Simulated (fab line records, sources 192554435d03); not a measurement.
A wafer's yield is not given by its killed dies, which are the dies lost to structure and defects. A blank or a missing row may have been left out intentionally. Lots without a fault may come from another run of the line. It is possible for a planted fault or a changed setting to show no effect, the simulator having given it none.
Matching of chambers :: flow n5_finfet :: rie_diel-05 running N5_BEOL_M11_ETCH_66: 4 sister chambers
The step etches SOC in N2/H2, target depth 120 nm, overetch 24 nm, time 180 s. 16 wafers are shown with their chamber, then 8 later ones without.

## WAFERS PAIRED WITH THEIR CHAMBERS
wafer: L075.3
chamber: 0
showerhead_plenum_p_Torr (Torr): 2.61
drypump_motor_current_A (A): 5.50
throttle_valve_pct (%): 18.11

wafer: L075.4
chamber: 2
showerhead_plenum_p_Torr (Torr): 2.48
drypump_motor_current_A (A): 5.33
throttle_valve_pct (%): 17.68

wafer: L075.6
chamber: 0
showerhead_plenum_p_Torr (Torr): 2.61
drypump_motor_current_A (A): 5.50
throttle_valve_pct (%): 18.12

wafer: L077.3
chamber: 0
showerhead_plenum_p_Torr (Torr): 2.61
drypump_motor_current_A (A): 5.51
throttle_valve_pct (%): 18.15

wafer: L077.4
chamber: 3
showerhead_plenum_p_Torr (Torr): 2.59
drypump_motor_current_A (A): 5.98
throttle_valve_pct (%): 18.17

wafer: L077.5
chamber: 1
showerhead_plenum_p_Torr (Torr): 2.64
drypump_motor_current_A (A): 5.77
throttle_valve_pct (%): 17.79

wafer: L080.1
chamber: 0
showerhead_plenum_p_Torr (Torr): 2.60
drypump_motor_current_A (A): 5.49
throttle_valve_pct (%): 18.14

wafer: L080.2
chamber: 3
showerhead_plenum_p_Torr (Torr): 2.59
drypump_motor_current_A (A): 6.00
throttle_valve_pct (%): 18.18

wafer: L080.6
chamber: 2
showerhead_plenum_p_Torr (Torr): 2.48
drypump_motor_current_A (A): 5.34
throttle_valve_pct (%): 17.68

wafer: L079.1
chamber: 1
showerhead_plenum_p_Torr (Torr): 2.64
drypump_motor_current_A (A): 5.78
throttle_valve_pct (%): 17.81

wafer: L079.3
chamber: 3
showerhead_plenum_p_Torr (Torr): 2.59
drypump_motor_current_A (A): 6.01
throttle_valve_pct (%): 18.19

wafer: L079.6
chamber: 3
showerhead_plenum_p_Torr (Torr): 2.59
drypump_motor_current_A (A): 5.97
throttle_valve_pct (%): 18.17

wafer: L084.4
chamber: 2
showerhead_plenum_p_Torr (Torr): 2.48
drypump_motor_current_A (A): 5.33
throttle_valve_pct (%): 17.70

wafer: L084.5
chamber: 3
showerhead_plenum_p_Torr (Torr): 2.59
drypump_motor_current_A (A): 5.98
throttle_valve_pct (%): 18.19

wafer: L084.6
chamber: 2
showerhead_plenum_p_Torr (Torr): 2.48
drypump_motor_current_A (A): 5.34
throttle_valve_pct (%): 17.69

wafer: L090.1
chamber: 0
showerhead_plenum_p_Torr (Torr): 2.60
drypump_motor_current_A (A): 5.51
throttle_valve_pct (%): 18.20

SIGNATURES (averages over the wafers above)
reading: showerhead_plenum_p_Torr
chamber 0: 2.6060
chamber 1: 2.6400
chamber 2: 2.4800
chamber 3: 2.5900
scatter within a chamber: 0.00316

reading: drypump_motor_current_A
chamber 0: 5.5020
chamber 1: 5.7750
chamber 2: 5.3350
chamber 3: 5.9880
scatter within a chamber: 0.0112

reading: throttle_valve_pct
chamber 0: 18.1440
chamber 1: 17.8000
chamber 2: 17.6875
chamber 3: 18.1800
scatter within a chamber: 0.022
Rule: for each reading, subtract the chamber's mean from the wafer's reading, divide by that reading's scatter and square the result; add these up over the readings and take the root, which gives the wafer's distance from the chamber. If the next closest chamber is less than 2 further off than the closest, the wafer can't be placed; otherwise it belongs to the closest. How the scatter is found: for the shown wafers, subtract from each reading the mean of its chamber, square and add these, divide the total by (wafers less chambers), then take the root.

## WAFERS WHOSE CHAMBER IS MISSING
wafer: L090.2
showerhead_plenum_p_Torr (Torr): 2.47
drypump_motor_current_A (A): 5.33
throttle_valve_pct (%): 17.72

wafer: L090.4
showerhead_plenum_p_Torr (Torr): 2.63
drypump_motor_current_A (A): 5.79
throttle_valve_pct (%): 17.84

wafer: L092.1
showerhead_plenum_p_Torr (Torr): 2.47
drypump_motor_current_A (A): 5.32
throttle_valve_pct (%): 17.72

wafer: L092.3
showerhead_plenum_p_Torr (Torr): 2.59
drypump_motor_current_A (A): 5.50
throttle_valve_pct (%): 18.19

wafer: L092.4
showerhead_plenum_p_Torr (Torr): 2.63
drypump_motor_current_A (A): 5.78
throttle_valve_pct (%): 17.85

wafer: L096.3
showerhead_plenum_p_Torr (Torr): 2.57
drypump_motor_current_A (A): 5.96
throttle_valve_pct (%): 18.26

wafer: L096.5
showerhead_plenum_p_Torr (Torr): 2.62
drypump_motor_current_A (A): 5.77
throttle_valve_pct (%): 17.87

wafer: L096.6
showerhead_plenum_p_Torr (Torr): 2.59
drypump_motor_current_A (A): 5.50
throttle_valve_pct (%): 18.19

## WHICH CHAMBER EACH WENT THROUGH
wafer: L090.2
from the rows above: 2
in truth: 2

wafer: L090.4
from the rows above: 1
in truth: 1

wafer: L092.1
from the rows above: 2
in truth: 2

wafer: L092.3
from the rows above: 0
in truth: 0

wafer: L092.4
from the rows above: 1
in truth: 1

wafer: L096.3
from the rows above: 3
in truth: 3

wafer: L096.5
from the rows above: 1
in truth: 1

wafer: L096.6
from the rows above: 0
in truth: 0
Placed correctly: 8 of 8. Number that these rows cannot place: 0. 0 placed wrongly.
